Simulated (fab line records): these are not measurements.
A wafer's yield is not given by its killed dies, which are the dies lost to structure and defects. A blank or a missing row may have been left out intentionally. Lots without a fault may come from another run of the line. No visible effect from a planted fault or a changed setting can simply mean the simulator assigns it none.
fab line records	flow nand-harc
record lots=13	wafers=37	last-day=33
route steps=1302 shown A_CHANNEL_HOLE_D2@586 A_CHANNEL_FILL_D2@614 END@1302
lots with no fault: from the same line, run without faults
start-h: hours from the record's opening day to when the first of the lot's shown wafers began	wait-h: hours since the lot's step before	" same as the row above	L1.1+2: several wafers, shown together as one row	- no value, or no start was given	* or withheld: withheld	< > ~ a bound
route shown NAME@n: NAME is a module with steps in the file, n the number in the route of the first one	usual: mean/standard deviation taken from wafers without a fault	same: alike in all rows	chamber/n: place in a boat	sites: per-site readings	_std_site: the values' standard deviation	_edge_site: inner sites' mean taken away from outer sites' mean	radius-mm: how far each site lies from the wafer's centre	mask NAME#n: copy n	behind: the most recent tool/chamber to have shaped the wafer	hold: cause of the lot's hold/its duration in hours/its outcome	device: which transistor (n, p or np) failed to switch	end of line: tests of these same wafers at the route's end	where a step has no rows: the recipe by itself	killed: at the first sort, the dies lost to defects and structure; wafer yield is something else	map: the dies of a wafer, with x for killed, . for not killed, _ for no die there
set.NAME: the run value of the setting; set.NAME@STEP: its run value at that earlier step	model.NAME: the simulator's own value behind a step, which no gauge read
the route's steps for a sample of lots (tables are steps, rows are wafers)
services: when a tool's chamber went out of use (start-h, in hours from the record's first day, below 0 if earlier), for how many hours, and the reason
## steps
# step NHARC_A_CHANNEL_HOLE_D2_ETCH_38
# recipe target-depth-a=390	over-etch-frac=0.3	time-s=65	ion-energy-ev=80	cf4-flow-sccm=150	ar-flow-sccm=0	rf-w=300	bias-w=100	chemistry=CF4
# usual drypump-motor-current-A=5.9/0.41	oes-product-au=0.999/0.0093	rf-vpp-V=151.3/1.1	showerhead-plenum-p-Torr=1.77/0.066	throttle-valve-pct=13.284/0.0099
# same time-s=65
lot.wafer	tool	chamber	start-h	wait-h	drypump-motor-current-A	oes-product-au	rf-hours-counter-h	rf-vpp-V	showerhead-plenum-p-Torr	throttle-valve-pct
L844.1	rie-diel-01	1	328.99	0.1	5.5	1.001	4.9	150.4	1.71	13.301
L844.4	"	2	"	"	5.4	1.006	5.2	150.9	1.77	13.271
L844.6	"	0	"	"	6.4	1.016	-	152.9	1.88	13.283
L847.2	rie-diel-02	3	349.14	0.1	5.8	1.001	8.5	151.2	1.80	13.292
L847.3	"	0	"	"	5.8	1.005	9.5	151.4	1.87	13.291
L847.6	"	1	"	"	5.6	0.985	-	151.8	1.83	13.273
L848.1	rie-diel-01	3	356.89	0.1	6.5	1.006	7.6	150.5	1.72	13.286
L848.4	"	1	"	"	5.5	0.990	7.2	150.1	1.71	13.284
L848.6	"	3	"	"	6.5	0.999	-	151.3	1.72	13.306
L849.1	rie-diel-01	2	368.60	0.1	5.4	1.002	9.2	151.4	1.77	13.271
L849.3	"	1	"	"	5.6	0.999	8.2	151.2	1.71	13.306
L849.5	"	3	"	"	6.5	0.986	-	150.8	1.72	13.281
L855.3	rie-diel-01	1	409.74	0.1	5.6	0.990	0.1	151.6	1.71	13.296
L855.2	"	2	"	"	5.4	0.980	0.1	150.7	1.77	13.264
L855.5	"	0	"	"	6.4	1.000	-	153.1	1.88	13.283
L853.1	rie-diel-02	0	410.70	0.1	5.8	1.002	1.1	152.1	1.87	13.285
L853.5	"	1	"	"	5.6	0.988	-	153.0	1.83	13.277
L854.1	rie-diel-06	1	417.74	0.1	6.0	0.979	5.0	150.2	1.67	13.282
L854.6	"	2	"	"	5.9	1.008	-	150.1	1.74	13.282
L857.3	rie-diel-02	2	429.61	0.1	5.9	1.016	2.7	150.5	1.70	13.283
L857.2	"	3	"	"	5.8	1.001	2.6	151.2	1.80	13.289
L857.4	"	3	"	"	5.8	0.995	-	150.5	1.80	13.298
L860.1	rie-diel-01	1	461.07	0.1	5.5	1.005	2.0	150.0	1.71	13.286
L860.4	"	2	"	"	5.4	1.000	2.2	151.4	1.77	13.272
L860.5	"	2	"	"	5.4	0.995	-	151.1	1.77	13.297
L861.1	rie-diel-01	0	491.16	0.1	6.4	1.005	3.6	152.4	1.88	13.274
L861.5	"	1	"	"	5.6	0.997	-	150.8	1.71	13.301
L861.6	"	2	"	"	5.4	1.003	-	151.2	1.77	13.281
L862.2	rie-diel-01	3	499.93	0.1	6.5	1.019	5.4	149.7	1.72	13.281
L862.3	"	0	"	"	6.4	0.999	4.6	152.7	1.88	13.298
L862.5	"	2	"	"	5.4	1.003	-	151.1	1.77	13.275
L863.3	rie-diel-01	3	501.80	0.1	6.5	0.993	6.1	150.1	1.72	13.304
L863.4	"	3	"	"	6.5	0.999	-	151.5	1.72	13.265
L863.5	"	0	"	"	6.4	1.002	-	153.9	1.87	13.291
L865.2	rie-diel-02	3	511.14	0.1	5.8	1.007	7.0	152.2	1.80	13.277
L865.4	"	1	"	"	5.6	0.980	5.2	151.8	1.82	13.286
L865.6	"	0	"	"	5.8	1.001	-	151.5	1.86	13.280
# step NHARC_A_CHANNEL_FILL_D2_ALD_14
# recipe target-thk-a=25	pulse-time-s=10	ald-cycles=25	temp-c=300	material=SiO2
# usual heater-power-w=454/55	precursor-pulse-height-rel=1.000/0.022
lot.wafer	tool	chamber	start-h	wait-h	heater-power-w	precursor-pulse-height-rel
L844.4	ald-hk-04	2	343.35	0.5	514	0.992
L844.1	"	3	"	"	409	1.014
L844.6	"	1	"	"	493	1.041
L847.2	ald-hk-01	0	363.64	0.1	424	1.030
L847.3	"	2	"	"	403	1.021
L847.6	"	3	"	"	382	1.009
L848.4	ald-hk-04	1	372.03	0.1	483	0.990
L848.1	"	2	"	"	513	1.015
L848.6	"	1	"	"	484	1.010
L849.1	ald-hk-01	3	383.03	0.1	375	1.013
L849.3	"	1	"	"	409	1.033
L849.5	"	3	"	"	376	1.009
L853.1	ald-hk-02	2	423.80	0.0	411	1.015
L853.5	"	3	"	"	451	0.979
L855.2	ald-hk-01	2	423.84	0.1	405	0.981
L855.3	"	0	"	"	436	1.011
L855.5	"	2	"	"	420	1.017
L854.1	ald-hk-04	3	431.84	0.2	425	1.029
L854.6	"	1	"	"	488	0.972
L857.3	ald-hk-02	1	443.98	0.0	541	0.992
L857.4	"	2	"	"	399	1.005
L857.2	"	0	"	"	398	0.999
L860.1	ald-hk-04	2	475.09	0.1	519	0.992
L860.4	"	3	"	"	425	1.008
L860.5	"	1	"	"	471	0.990
L861.1	ald-hk-02	3	505.45	0.2	458	0.990
L861.6	"	0	"	"	397	0.960
L861.5	"	1	"	"	536	0.961
L863.3	ald-hk-01	3	515.57	0.1	390	1.000
L863.4	"	0	"	"	426	1.010
L863.5	"	2	"	"	408	0.994
L862.2	ald-hk-04	1	515.61	0.1	489	1.016
L862.3	"	2	"	"	502	1.016
L862.5	"	3	"	"	432	1.035
L865.4	ald-hk-02	0	531.97	0.0	400	1.007
L865.2	"	2	"	"	404	1.040
L865.6	"	1	"	"	552	0.975
# step NHARC_A_CHANNEL_FILL_D2_ALD_15
# recipe target-thk-a=20	pulse-time-s=60	ald-cycles=19	temp-c=630	pressure-torr=2	material=SiNx
# usual precursor-pulse-height-rel=1.002/0.021
lot.wafer	tool	chamber	start-h	wait-h	precursor-pulse-height-rel
L844.1	ald-sin-batch-01	0	-	-	1.017
L844.4	"	0	"	"	0.962
L844.6	"	0	"	"	1.060
L847.2	ald-sin-batch-02	0	-	-	0.979
L847.3	"	0	"	"	0.998
L847.6	"	0	"	"	0.983
L848.1	ald-sin-batch-02	0	375.30	3.1	1.017
L848.4	"	0	"	"	0.979
L848.6	"	0	"	"	1.009
L849.1	ald-sin-batch-02	0	-	-	0.963
L849.3	"	0	"	"	1.001
L849.5	"	0	"	"	0.995
L853.1	ald-sin-batch-01	0	-	-	1.017
L853.5	"	0	"	"	0.993
L855.2	ald-sin-batch-01	0	-	-	1.021
L855.3	"	0	"	"	1.040
L855.5	"	0	"	"	1.025
L854.1	ald-sin-batch-02	0	-	-	1.015
L854.6	"	0	"	"	0.991
L857.2	ald-sin-batch-01	0	-	-	0.972
L857.3	"	0	"	"	1.027
L857.4	"	0	"	"	0.968
L860.1	ald-sin-batch-03	0	-	-	0.982
L860.4	"	0	"	"	0.982
L860.5	"	0	"	"	0.974
L861.1	ald-sin-batch-03	0	-	-	0.995
L861.5	"	0	"	"	1.020
L861.6	"	0	"	"	0.985
L862.2	ald-sin-batch-02	0	-	-	1.009
L862.3	"	0	"	"	0.981
L862.5	"	0	"	"	1.027
L863.3	ald-sin-batch-02	0	-	-	0.976
L863.4	"	0	"	"	0.997
L863.5	"	0	"	"	1.019
L865.2	ald-sin-batch-01	0	-	-	1.042
L865.4	"	0	"	"	0.971
L865.6	"	0	"	"	1.011
# step NHARC_A_CHANNEL_FILL_D2_ETCHBACK_08
# recipe target-depth-a=2200	time-s=110	c4f8-flow-sccm=20	ar-flow-sccm=withheld	rf-w=600	bias-w=300	chemistry=C4F8
# usual oes-product-au=0.96/0.033	rf-vpp-V=439.1/1.8	run-length-s=131.4/0.4
lot.wafer	tool	chamber	start-h	wait-h	oes-product-au	rf-hours-counter-h	rf-vpp-V	run-length-s
L844.1	rie-diel-11	0	382.62	-	1.01	3	438.2	131.8
L844.4	"	1	"	"	1.01	3	440.1	131.7
L844.6	"	1	"	"	0.99	-	439.2	131.4
L847.3	rie-diel-11	2	399.48	-	0.97	3	439.2	132.1
L847.2	"	3	"	"	0.99	3	439.9	131.6
L847.6	"	2	"	"	0.97	-	439.6	132.0
L848.4	rie-diel-11	0	406.79	-	0.98	4	438.8	131.6
L848.1	"	3	"	"	0.99	4	440.5	131.0
L848.6	"	0	"	"	0.98	-	438.4	131.7
L849.3	rie-diel-11	0	417.39	-	0.98	4	438.2	131.9
L849.1	"	1	"	"	0.92	4	439.2	131.8
L849.5	"	1	"	"	0.92	-	439.2	131.4
L855.3	rie-diel-12	2	458.73	-	0.99	0	437.4	131.3
L855.2	"	1	"	"	1.00	0	437.9	131.4
L855.5	"	2	"	"	0.98	-	436.6	131.0
L853.1	rie-diel-11	2	458.76	-	1.00	1	440.6	148.9
L853.5	"	2	"	"	1.00	-	439.4	131.6
L854.1	rie-diel-11	1	467.06	-	0.92	1	440.0	148.7
L854.6	"	0	"	"	0.92	-	439.5	131.6
L857.4	rie-diel-12	3	480.52	-	0.93	1	437.1	130.9
L857.3	"	0	"	"	0.92	1	441.7	131.7
L857.2	"	1	"	"	0.95	1	436.7	131.4
L860.4	rie-diel-12	0	510.36	-	0.96	1	441.5	131.3
L860.1	"	2	"	"	0.98	1	436.0	131.2
L860.5	"	0	"	"	0.96	-	441.0	131.4
L861.1	rie-diel-05	2	539.53	-	0.93	22	439.9	131.2
L861.5	"	0	"	"	0.94	-	439.2	130.9
L861.6	"	1	"	"	0.93	-	443.9	131.0
L862.2	rie-diel-11	3	550.84	-	0.92	4	440.9	131.3
L862.3	"	0	"	"	0.92	4	438.5	131.7
L862.5	"	2	"	"	0.92	-	438.5	131.6
L863.4	rie-diel-11	0	554.69	-	1.01	4	438.2	131.8
L863.3	"	1	"	"	0.98	4	439.7	131.7
L863.5	"	3	"	"	1.00	-	440.5	131.4
L865.2	rie-diel-12	2	567.13	-	0.94	3	436.5	131.7
L865.4	"	0	"	"	0.92	2	441.8	131.5
L865.6	"	2	"	"	0.92	-	435.1	131.1
# step NHARC_END_SORT_01
# recipe temp-c=25
# usual killed-at-array=59/20	killed-at-other=0.8/1	killed-at-periphery=3.2/2.1	killed-dies=63/21	killed-open=3.0/1.9	killed-short=2.3/1.5
# same gross-dies=677
lot.wafer	tool	chamber	start-h	wait-h	killed-at-array	killed-at-other	killed-at-periphery	killed-dies	killed-open	killed-short
L853.1	prober-01	0	685.88	2.5	65	0	4	69	5	4
L853.5	prober-01	0	689.05	3.7	51	2	7	60	2	1
L855.2	prober-01	0	694.47	2.8	59	0	3	62	2	0
L855.3	prober-01	0	695.26	3.1	65	0	3	68	5	1
L855.5	prober-01	0	696.86	3.7	70	0	0	70	0	2
# killed by level:class
L853.1 A_SLIT:chamber-film-flake=28 A_CONTACT:chamber-film-flake=11 A_CHANNEL_HOLE_D1:chamber-film-flake=8 A_SGD_CUT:chamber-film-flake=5 A_CHANNEL_HOLE_D2:chamber-film-flake=2 A_STAIRCASE:chamber-film-flake=2 A_WL_FILL:chamber-film-flake=2 P_GATE:geometric-particle:open=1
L853.5 A_SLIT:chamber-film-flake=32 A_CONTACT:chamber-film-flake=5 A_CHANNEL_HOLE_D1:chamber-film-flake=4 A_SGD_CUT:chamber-film-flake=4 P_ZERO_WELL:chamber-film-flake=2 P_CONTACT:chamber-film-flake=2 A_CHANNEL_HOLE_D2:chamber-film-flake=2 A_STAIRCASE:chamber-film-flake=2
L855.2 A_CHANNEL_HOLE_D1:chamber-film-flake=21 A_CHANNEL_HOLE_D2:chamber-film-flake=16 A_CONTACT:chamber-film-flake=10 A_CHANNEL_FILL_D2:chamber-film-flake=5 A_STAIRCASE:chamber-film-flake=3 P_CONTACT:geometric-particle:open=1 A_M0:geometric-particle:open=1 P_ZERO_WELL:chamber-film-flake=1
L855.3 A_CHANNEL_HOLE_D1:chamber-film-flake=23 A_CHANNEL_HOLE_D2:chamber-film-flake=23 A_STAIRCASE:chamber-film-flake=6 A_SLIT:chamber-film-flake=3 A_WL_FILL:chamber-film-flake=2 P_CONTACT:geometric-particle:open=1 P_M1:geometric-particle:open=1 A_CHANNEL_FILL_D1:geometric-particle:open=1
L855.5 A_CHANNEL_HOLE_D1:chamber-film-flake=27 A_CHANNEL_HOLE_D2:chamber-film-flake=25 A_CONTACT:chamber-film-flake=6 A_STAIRCASE:chamber-film-flake=3 A_ZERO_WELL:chamber-film-flake=2 A_SLIT:chamber-film-flake=2 A_CHANNEL_FILL_D2:chamber-film-flake=2 A_CHANNEL_FILL_D1:geometric-particle:short=1
## services
tool	chamber	start-h	hours	kind
ald-hk-04	-	316.66	1.7	repair
rie-diel-05	2	320.37	6.9	repair
rie-diel-12	2	325.90	35.5	repair
rie-diel-11	0	326.31	7.6	repair
rie-diel-12	3	344.48	10.1	repair
rie-diel-02	0	351.21	20.1	repair
rie-diel-12	0	363.21	4.3	repair
rie-diel-11	2	391.65	5.0	repair
rie-diel-02	-	393.94	9.0	pm
rie-diel-01	-	395.71	9.0	pm
rie-diel-11	1	409.65	6.9	repair
rie-diel-01	-	426.43	1.0	repair
rie-diel-02	1	428.77	2.6	repair
rie-diel-11	-	432.50	9.0	pm
rie-diel-12	-	445.40	9.0	pm
rie-diel-12	3	456.56	6.1	repair
rie-diel-02	-	477.74	0.5	repair
ald-hk-01	-	482.47	10.0	pm
rie-diel-01	1	499.19	7.7	repair
ald-sin-batch-01	-	506.00	26.0	pm
rie-diel-02	3	520.60	4.7	repair
ald-hk-02	-	534.77	10.0	pm
rie-diel-02	-	547.66	0.2	repair
rie-diel-11	2	564.97	2.7	repair
## key
first-sign step=NHARC_A_CHANNEL_FILL_D2_ETCHBACK_08	reading=run-length-s	direction=up	sigmas=44	usual=*	struck=*
effect none on later readings
met-at NHARC_A_CHANNEL_FILL_D2_ETCHBACK_08
struck-lots L853,L854
struck-wafers L853.1,L854.1
tester-left-out L853,L854
not-acting-at NHARC_A_CHANNEL_HOLE_D2_ETCH_38,NHARC_A_CHANNEL_FILL_D2_ALD_14,NHARC_A_CHANNEL_FILL_D2_ALD_15
onset-between 417.39 458.76
fault kind=process-parameter-drift	tool=rie-diel-11	chamber=-	onset-h=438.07	steps=NHARC_A_CHANNEL_FILL_D2_ETCHBACK_08	channel=time-s	offset=*	shape=step	end-h=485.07	scope=struck-wafers-only	acts-in=*	stated=*
# tester-left-out: of these lots the tester's yield and bins aren't shown, on N5 and GAA mostly nor the transistor test; their killed dies are dies lost to structure and defects alone, not to doping, threshold or leakage, so they don't give the yield
